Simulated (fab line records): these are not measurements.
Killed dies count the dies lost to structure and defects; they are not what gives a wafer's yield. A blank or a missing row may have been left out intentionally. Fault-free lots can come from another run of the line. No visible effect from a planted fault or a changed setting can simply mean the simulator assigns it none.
2 desks, one fault ; flow n5Finfet ; each desk has only its own numbers; what lay behind them comes last

## TOOL OWNER'S DESK, rieDiel-02
The tool's own readings at N5_BEOL_M3_ETCH_77 (etches underlayer in N2/H2, target depth 6.5 nm, time 5.2 s): means of the sampled wafers that have a number, for each lot that ran on this tool. Any lot whose mean is over 4 standard deviations away from the usual mean is out of limits and marked OUT; that distance is given in the brackets.
Columns: A = drypumpMotorCurrentA at N5_BEOL_M3_ETCH_77, usual 5.6 A; B = etchRfOnTimeS at N5_BEOL_M3_ETCH_77, usual 5.20 s; C = h2FlowSccm at N5_BEOL_M3_ETCH_77, usual 200.0 sccm; D = oesProductAu at N5_BEOL_M3_ETCH_77, usual 0.69 a.u.; E = rfVppV at N5_BEOL_M3_ETCH_77, usual 524.2 V; F = showerheadPlenumPTorr at N5_BEOL_M3_ETCH_77, usual 2.56 Torr; G = throttleValvePct at N5_BEOL_M3_ETCH_77, usual 17.83 %
lot;first seen here;A;B;C;D;E;F;G
L672;day 7 23:07;5.9;5.15;200.1;0.75;521.7;2.52;17.81
L674;day 8 02:55;6.0;5.15;199.9;0.74;524.8;2.57;17.72
L675;day 8 03:13;6.0;5.71 (+5.5) OUT;200.1;0.70;525.1;2.57;17.69
L681;day 10 01:13;6.0;6.04 (+9.1) OUT;199.4;0.66;523.4;2.53;17.91
L689;day 13 03:02;6.1;5.19;199.6;0.66;524.4;2.55;17.93
This desk's verdict: out of limits on L675, L681, starting with L675 at day 8 03:13 (etchRfOnTimeS at N5_BEOL_M3_ETCH_77). Within limits: L672, L674, L689.

## THE METROLOGY DESK
What the gauges read for every lot (on any tool): the sampled wafers with a number, averaged. Any lot whose mean is over 4 standard deviations away from the usual mean is out of limits and marked OUT; that distance is given in the brackets. 7 of its 11 readings are shown, namely those furthest out on some lot.
Columns: A = DIBL_N at N5_BEOL_M4_RC_MEAS_101, usual 36.6 mV/V; B = DIBL_P at N5_BEOL_M4_RC_MEAS_101, usual 36.4 mV/V; C = ION_N at N5_BEOL_M4_RC_MEAS_101, usual 678 uA/um; D = SS_N at N5_BEOL_M4_RC_MEAS_101, usual 71.5 mV/dec; E = SS_P at N5_BEOL_M4_RC_MEAS_101, usual 73.4 mV/dec; F = VT_N at N5_BEOL_M4_RC_MEAS_101, usual 248.5 mV; G = VT_P at N5_BEOL_M4_RC_MEAS_101, usual -249 mV
lot;first seen here;A;B;C;D;E;F;G
L672;day 7 22:58;34.5;33.3;662;70.5;72.9;254.3;-250
L674;day 8 02:46;37.9;36.9;694;71.6;73.7;245.3;-245
L675;day 8 03:04;35.4;34.1;669;72.1;72.4;252.3;-247
L681;day 10 01:04;34.5;35.3;676;71.2;73.2;250.4;-244
L685;day 11 13:27;37.8;36.9;675;72.5;73.9;246.9;-245
L689;day 13 02:53;37.1;37.5;668;71.4;73.2;246.9;-250
L688;day 13 03:06;35.9;35.5;679;70.8;73.4;247.7;-249
L687;day 13 13:05;36.7;37.1;673;71.4;73.5;249.2;-252
L693;day 14 02:26;36.0;36.7;678;71.3;72.5;250.1;-251
This desk's finding: nothing out of limits on any of the 9 lots.

## ALL TOGETHER
An alarm could have come from the tool owner's desk at day 8 03:13, on L675, L681.
At the metrology desk, nothing out of limits was observed.
The metrology desk holds a record of L675, L681, inside its limits.
All the named lots went through N5_BEOL_M3_ETCH_77 on rieDiel-02.

## WHAT WAS PUT IN BY THE SIMULATOR
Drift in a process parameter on rieDiel-02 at N5_BEOL_M3_ETCH_77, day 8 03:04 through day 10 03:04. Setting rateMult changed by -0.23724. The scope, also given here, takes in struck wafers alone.
Lots struck among those shown: L675, L681.
Time in hours from fault onset to the first out-of-limits reading at each desk: the tool owner's desk, 0.
